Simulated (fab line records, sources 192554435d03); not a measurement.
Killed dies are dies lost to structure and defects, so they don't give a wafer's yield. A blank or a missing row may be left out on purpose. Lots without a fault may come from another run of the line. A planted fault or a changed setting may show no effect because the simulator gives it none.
A struck lot beside a sound one | flow n5_finfet | 35 steps out of a route of 1938
Sound: wafers L750.1, L750.5, L750.6. Struck: wafers L748.1, L748.4, L748.5. The cause comes at the end.
At each step with rows: each side's tool, then ch and its chambers, then its first start. Under that, the readings that differ: sound wafers | struck wafers | difference of the means | sigmas: that difference in standard deviations of wafers without a fault.
alike: readings whose means differ by less than 2 such deviations, and words and numbers that are the same on both sides. not compared: withheld readings, readings that some wafer has no value for, bounds like >300 that may hide the same value, and numbers for which the record gives no deviation and whose values overlap.
The two part at a step that has a row with sigmas, a row that says differs or no value, or rows on one side only. Numbers that don't overlap but have no deviation are shown without sigmas and don't part them. A reading that every wafer of one side lacks parts them only if that side has two wafers or more.

first, 9 steps without rows for these wafers: N5_BEOL_M1_ILD_DEP_00 (deposits SiOC from DEMS/O2, target thk 79 nm, time 15.3 s); N5_BEOL_M1_PECVD_72 (deposits SiO2 from TEOS/O2, target thk 16 nm, time 18 s); N5_BEOL_M1_HM_DEP_02 (deposits TiN, target thk 20 nm); N5_BEOL_M1_COAT_61 (time 60 s, resist thk 60 nm); N5_BEOL_M1_COAT_62 (time 60 s, resist thk 12 nm); N5_BEOL_M1_COAT_73 (time 60 s, resist thk 5 nm); N5_BEOL_M1_COAT_05 (resist thk 30 nm); N5_BEOL_M1_EBR_07; N5_BEOL_M1_SOFTBAKE_06 (time 60 s).
N5_BEOL_M1_EXPOSE_08: exposes mask M1.
  sound on euv_scanner-02 ch 0, day 11 03:32; struck on euv_scanner-01 ch 0, day 10 11:20
  reading                         | sound       | struck   | difference | sigmas
  model.BEOL_M1.overlay_x_nm (nm) | 0.2 0.2 0.2 | 13 13 13 | +13        |
  alike: mask
then, 2 steps without rows for these wafers: N5_BEOL_M1_PEB_09 (peb time 60 s); N5_BEOL_M1_DEVELOP_10 (develop time 30 s).
N5_BEOL_M1_OVL_MEAS_12:
  sound on overlay-01 ch 0, day 11 03:42; struck on overlay-01 ch 0, day 10 11:29
  reading     | sound       | struck         | difference | sigmas
  M1_OVL (nm) | 0.7 0.1 0.3 | 12.4 13.4 11.9 | +12.2      | +17
then, 20 steps without rows for these wafers: N5_BEOL_M1_DESCUM_16 (chemistry O2, time 7 s); N5_BEOL_M1_ETCH_74 (etches underlayer in N2/H2, target depth 6.5 nm, time 5.2 s); N5_BEOL_M1_ETCH_63 (etches SiARC in CF4, target depth 15.6 nm, time 26 s); N5_BEOL_M1_ETCH_64 (etches SOC in N2/H2, target depth 75 nm, overetch 15 nm, time 112.5 s); N5_BEOL_M1_STRIP_65 (strips in N2/H2); N5_BEOL_M1_STRIP_75 (strips in N2/H2); N5_BEOL_M1_STRIP_66 (strips in CF4); N5_BEOL_M1_HM_OPEN_17 (chemistry Cl2/BCl3, target TiN, target depth 20 nm, overetch 6 nm); N5_BEOL_M1_STRIP_19 (strips in O2); N5_BEOL_M1_COAT_67 (time 60 s, resist thk 60 nm); N5_BEOL_M1_COAT_68 (time 60 s, resist thk 12 nm); N5_BEOL_M1_COAT_76 (time 60 s, resist thk 5 nm); N5_BEOL_M1_COAT_22 (resist thk 30 nm); N5_BEOL_M1_EBR_24; N5_BEOL_M1_SOFTBAKE_23 (time 60 s); N5_BEOL_M1_EXPOSE_25 (exposes mask V0, defocus 5 nm, target cd 24 nm); N5_BEOL_M1_PEB_26 (peb time 60 s); N5_BEOL_M1_DEVELOP_27 (develop time 30 s); N5_BEOL_M1_DESCUM_33 (chemistry O2, time 7 s); N5_BEOL_M1_ETCH_77 (etches underlayer in N2/H2, target depth 6.5 nm, time 5.2 s).
N5_BEOL_M4_RC_MEAS_101:
  sound on prober-02 ch 0, day 13 16:31; struck on prober-01 ch 0, day 12 07:47
  alike: DIBL_N, DIBL_P, IOFF_N, IOFF_P, ION_N, ION_P, SS_N, SS_P, VT_N, VT_P
-- the record jumps here: 4 days lie between the struck wafers' starts before and after (it left off in module BEOL_M4 and takes up again in module PASSIVATION, whose first step shown is number 1936 of the route) --
N5_PASSIVATION_PROBE_49:
  the record has rows for the struck wafers here (prober-02, day 16 08:26) and none for the sound ones

WHERE THEY PART
First at N5_BEOL_M1_OVL_MEAS_12; last, within this record, at N5_PASSIVATION_PROBE_49.

WHY: what the simulator had put in
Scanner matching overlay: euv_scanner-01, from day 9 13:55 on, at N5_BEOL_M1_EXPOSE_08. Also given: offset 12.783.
